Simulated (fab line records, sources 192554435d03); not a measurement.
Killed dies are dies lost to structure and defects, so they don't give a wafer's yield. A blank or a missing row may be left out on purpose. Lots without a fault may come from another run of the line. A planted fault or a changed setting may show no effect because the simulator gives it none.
A struck lot beside a sound one | flow n5_finfet | 45 steps out of a route of 1938
Sound: wafers L543.1, L543.2, L543.3. Struck: wafer L562.6. (L562.2, L562.4 of the same lot were not struck and are left out.) The cause comes at the end.
At each step with rows: each side's tool, then ch and its chambers, then its first start. Under that, the readings that differ: sound wafers | struck wafers | difference of the means | sigmas: that difference in standard deviations of wafers without a fault.
alike: readings whose means differ by less than 2 such deviations, and words and numbers that are the same on both sides. not compared: withheld readings, readings that some wafer has no value for, bounds like >300 that may hide the same value, and numbers for which the record gives no deviation and whose values overlap.
The two part at a step that has a row with sigmas, a row that says differs or no value, or rows on one side only. Numbers that don't overlap but have no deviation are shown without sigmas and don't part them. A reading that every wafer of one side lacks parts them only if that side has two wafers or more.

first, 3 steps without rows for these wafers: N5_BEOL_M6_SPUTTER_48 (material Cu, target thk 10 nm, time 1.667 s); N5_BEOL_M6_ECD_50 (material Cu, target thk 300 nm); N5_BEOL_M6_ANNEAL_51 (time 90 s).
N5_BEOL_M6_CMP_52: polishes, stops on SiCOH lowk, t overpolish 6.9 s, target thk 80 nm.
  sound on cmp-03 ch 0,1,3, day 8 17:01; struck on cmp-03 ch 3, day 13 20:22
  alike: barrier_field_endpoint_s, motor_current_A, overpolish_run_s, time_to_endpoint_s
N5_BEOL_M6_THK_MEAS_53: measures by xrf.
  sound on film_metro-02, day 8 17:18; struck on film_metro-01, day 13 20:40
  alike: M6_THK
then, 2 steps without rows for these wafers: N5_BEOL_M6_PRE_CLEAN_55 (time 15 s); N5_BEOL_M6_DEP_56 (deposits SiCN from 3MS/NH3, target thk 10 nm, time 17.5 s).
N5_BEOL_M6_RS_MEAS_57: measures by four-point-probe.
  sound on film_metro-02, day 8 17:26; struck on film_metro-01, day 13 20:47
  alike: M6_RS
N5_BEOL_M6_INSPECT_58: inspects for defects (darkfield).
  sound on defect_inspect-02, day 8 17:28; struck on defect_inspect-01, day 13 20:49
  alike: raw_defect_count
then, 2 steps without rows for these wafers: N5_BEOL_M7_ILD_DEP_00 (deposits SiCOH lowk from DEMS/porogen, target thk 179.75 nm, time 33.4 s); N5_BEOL_M7_CURE_74 (cures SiCOH lowk, time 240 s).
N5_BEOL_M7_THK_MEAS_01:
  sound on film_metro-02, day 8 18:04; struck on film_metro-01, day 13 21:26
  reading         | sound             | struck | difference | sigmas
  M7_ILD_THK (nm) | 149.3 151.3 152.6 | 159.8  | +8.7       | +3
N5_BEOL_M7_PECVD_70: deposits SiO2 from TEOS/O2, target thk 20 nm, time 22.7 s.
  sound on pecvd-03 ch 0,1,2, day 8 18:07; struck on pecvd-03 ch 0, day 13 21:28
  reading                                    | sound          | struck | difference | sigmas
  model.SiO2_of_BEOL_M7_PECVD_70.thk_nm (nm) | 19.8 19.4 19.4 | 22.2   | +2.7       |
  alike: heater_power_w, showerhead_plenum_p_Torr, throttle_valve_pct
N5_BEOL_M7_HM_DEP_02: deposits TiN, target thk 20 nm.
  sound on pvd_sputter-01, day 8 18:31; struck on pvd_sputter-01, day 13 22:49
  alike: throttle_valve_pct
then, 8 steps without rows for these wafers: N5_BEOL_M7_COAT_59 (time 60 s, resist thk 100 nm); N5_BEOL_M7_COAT_60 (time 60 s, resist thk 35 nm); N5_BEOL_M7_COAT_05 (resist thk 90 nm); N5_BEOL_M7_EBR_07; N5_BEOL_M7_SOFTBAKE_06 (time 60 s); N5_BEOL_M7_EXPOSE_08 (exposes mask M7); N5_BEOL_M7_PEB_09 (peb time 60 s); N5_BEOL_M7_DEVELOP_10 (develop time 30 s).
N5_BEOL_M7_CD_MEAS_11: target cd 38.5 nm.
  sound on cd_sem-02 ch 0, day 8 19:01; struck on cd_sem-02 ch 0, day 13 23:24
  alike: cd_nm
N5_BEOL_M7_OVL_MEAS_12:
  sound on overlay-01 ch 0, day 8 19:03; struck on overlay-01 ch 0, day 13 23:26
  reading     | sound         | struck | difference | sigmas
  M7_OVL (nm) | -0.6 0.0 -0.2 | 1.9    | +2.2       | +3
N5_BEOL_M7_INSPECT_13: inspects for defects (brightfield).
  sound on defect_inspect-01, day 8 19:05; struck on defect_inspect-01, day 13 23:27
  alike: raw_defect_count
N5_BEOL_M7_DESCUM_16: chemistry O2, time 7.9 s.
  sound on rie_diel-03 ch 0,2,3, day 8 19:08; struck on rie_diel-03 ch 1, day 13 23:29
  alike: drypump_motor_current_A, oes_product_au, rf_vpp_V, showerhead_plenum_p_Torr, temp_c, throttle_valve_pct
  not compared: rf_hours_counter_h
then, 1 step without rows for these wafers: N5_BEOL_M7_ETCH_61 (etches SiARC in CF4, target depth 45.5 nm, time 75.8 s).
N5_BEOL_M7_ETCH_62: etches SOC in N2/H2, target depth 110 nm, overetch 22 nm, time 165 s.
  sound on rie_diel-03 ch 0,2,3, day 8 19:14; struck on rie_diel-03 ch 1, day 13 23:35
  alike: drypump_motor_current_A, h2_flow_sccm, oes_product_au, rf_vpp_V, showerhead_plenum_p_Torr, temp_c, throttle_valve_pct
  not compared: rf_hours_counter_h
then, 2 steps without rows for these wafers: N5_BEOL_M7_STRIP_68 (strips in N2/H2); N5_BEOL_M7_STRIP_67 (strips in CF4).
N5_BEOL_M7_HM_OPEN_17: chemistry Cl2/BCl3, target TiN, target depth 20 nm, overetch 6 nm.
  sound on rie_metal-01 ch 0,1, day 8 19:25; struck on rie_metal-03 ch 0, day 13 23:46
  reading               | sound          | struck | difference | sigmas
  oes_product_au (a.u.) | 0.68 0.54 0.55 | 0.86   | +0.27      | +3
  alike: drypump_motor_current_A, throttle_valve_pct
  not compared: rf_hours_counter_h
then, 1 step without rows for these wafers: N5_BEOL_M7_STRIP_19 (strips in O2).
N5_BEOL_M7_CD_MEAS_18: pitch 80 nm, target cd 40 nm.
  sound on cd_sem-03, day 8 19:42; struck on cd_sem-02, day 14 00:02
  alike: cd_nm
then, 9 steps without rows for these wafers: N5_BEOL_M7_COAT_63 (time 60 s, resist thk 60 nm); N5_BEOL_M7_COAT_64 (time 60 s, resist thk 12 nm); N5_BEOL_M7_COAT_71 (time 60 s, resist thk 5 nm); N5_BEOL_M7_COAT_22 (resist thk 30 nm); N5_BEOL_M7_EBR_24; N5_BEOL_M7_SOFTBAKE_23 (time 60 s); N5_BEOL_M7_EXPOSE_25 (exposes mask V6, target cd 40 nm); N5_BEOL_M7_PEB_26 (peb time 60 s); N5_BEOL_M7_DEVELOP_27 (develop time 30 s).
N5_BEOL_M7_HM_STRIP_39: strips TiN in peroxide tin strip, target depth 25 nm, time 158 s.
  sound on wet_bench-04 ch 2,3,7, day 8 20:53; struck on wet_bench-04 ch 0, day 14 03:04
  reading                                    | sound          | struck | difference | sigmas
  model.SiO2_of_BEOL_M7_PECVD_70.thk_nm (nm) | 19.6 19.2 19.2 | 22     | +3         |
  alike: bath_heat_duty_pct, temp_c
N5_BEOL_M7_CMP_52: polishes, stops on SiCOH lowk, t overpolish 6.9 s, target thk 80 nm.
  sound on cmp-04 ch 1,2,3, day 8 23:49; struck on cmp-03 ch 0, day 14 05:29
  reading                      | sound          | struck | difference | sigmas
  barrier_field_endpoint_s (s) | 30.4 28.1 28.5 | 31.4   | +2.4       | +3
  alike: motor_current_A
-- the record jumps here: 3 days lie between the struck wafers' starts before and after (it left off in module BEOL_M7 and takes up again in module PASSIVATION, whose first step shown is number 1936 of the route) --
N5_PASSIVATION_PROBE_49:
  sound on prober-02, day 12 00:01; struck on prober-01, day 17 12:15
  alike: defect_limited_yield, killed_at_M0_to_M3, killed_at_M4_up, killed_at_contacts, killed_at_front_end, killed_at_other, killed_dies, killed_open, killed_short, sort_bin_5_function, sort_bin_6_memory, sort_n_pass, sort_yield_pct

WHERE THEY PART
First at N5_BEOL_M7_THK_MEAS_01; last, within this record, at N5_BEOL_M7_CMP_52. Later steps at which nothing parts them and some readings are alike: N5_PASSIVATION_PROBE_49.

WHY: what the simulator had put in
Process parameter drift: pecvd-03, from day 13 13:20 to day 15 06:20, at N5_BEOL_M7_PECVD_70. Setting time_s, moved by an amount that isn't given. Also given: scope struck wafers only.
